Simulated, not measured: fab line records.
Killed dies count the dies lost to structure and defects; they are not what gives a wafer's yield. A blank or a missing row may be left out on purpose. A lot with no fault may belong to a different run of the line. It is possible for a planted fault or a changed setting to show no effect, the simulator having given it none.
Matching of chambers	flow nand_harc	4 sister chambers for NHARC_P_ZERO_WELL_ETCH_65 on rie_diel-09
The step etches the open film in N2/H2, target depth 80 nm, overetch 24 nm, time 87.88 s. 27 wafers are shown with their chamber, then 12 later ones without.

EACH WAFER AND ITS CHAMBER
wafer	chamber	drypump_motor_current_A (A)	showerhead_plenum_p_Torr (Torr)	rf_vpp_V (V)
L074.1	0	6.0	1.88	426
L074.3	3	5.3	2.02	431
L074.6	1	5.9	2.00	430
L078.1	0	6.0	1.88	425
L078.3	3	5.3	2.02	432
L078.5	0	6.0	1.88	426
L078.2	1	5.9	2.00	430
L078.4	2	6.2	2.15	432
L078.6	3	5.4	2.02	430
L081.2	3	5.4	2.02	429
L081.4	0	6.0	1.88	425
L081.5	1	5.9	1.99	429
L082.2	3	5.4	2.02	431
L082.4	3	5.3	2.02	430
L082.6	0	6.0	1.88	425
L084.3	2	6.2	2.15	434
L084.5	3	5.4	2.02	429
L084.6	0	6.0	1.87	424
L086.1	3	5.4	2.01	430
L086.5	3	5.4	2.01	429
L086.6	0	6.0	1.87	426
L086.2	1	5.9	1.99	431
L086.3	2	6.2	2.14	434
L086.4	0	6.0	1.87	426
L089.3	2	6.2	2.14	433
L089.5	2	6.2	2.14	432
L089.6	3	5.4	2.01	431

SIGNATURES, as means of the wafers listed above
reading	chamber 0	chamber 1	chamber 2	chamber 3	scatter within a chamber
drypump_motor_current_A	6.000	5.900	6.200	5.370	0.0302
showerhead_plenum_p_Torr	1.8762	1.9950	2.1440	2.0170	0.00518
rf_vpp_V	425.38	430.00	433.00	430.20	0.92
Rule: a wafer lies at a distance from a chamber equal to the root of the sum of squares, over the readings, of (its reading less the chamber's mean, divided by the reading's scatter). If the next closest chamber is less than 2 further off than the closest, the wafer can't be placed; otherwise it belongs to the closest. How the scatter is found: for the shown wafers, subtract from each reading the mean of its chamber, square and add these, divide the total by (wafers less chambers), then take the root.

WAFERS MISSING THEIR CHAMBER
wafer	drypump_motor_current_A (A)	showerhead_plenum_p_Torr (Torr)	rf_vpp_V (V)
L090.2	6.0	2.22	436
L090.3	5.9	1.98	428
L090.4	5.4	2.01	428
L092.3	6.1	2.21	436
L092.5	5.3	2.01	430
L092.6	6.0	2.21	435
L094.2	6.0	2.21	437
L094.4	5.4	2.00	430
L094.6	5.9	1.98	430
L096.1	5.4	2.00	430
L096.2	6.1	2.21	435
L096.3	5.9	1.98	429

WHICH CHAMBER EACH WENT THROUGH
wafer	from the rows above	in truth
L090.2	2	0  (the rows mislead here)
L090.3	1	1
L090.4	3	3
L092.3	2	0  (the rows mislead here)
L092.5	3	3
L092.6	2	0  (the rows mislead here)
L094.2	2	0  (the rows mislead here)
L094.4	3	3
L094.6	1	1
L096.1	3	3
L096.2	2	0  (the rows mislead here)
L096.3	1	1
Correct placement for 7 of the 12. Number that these rows cannot place: 0. Number placed wrongly: 5.
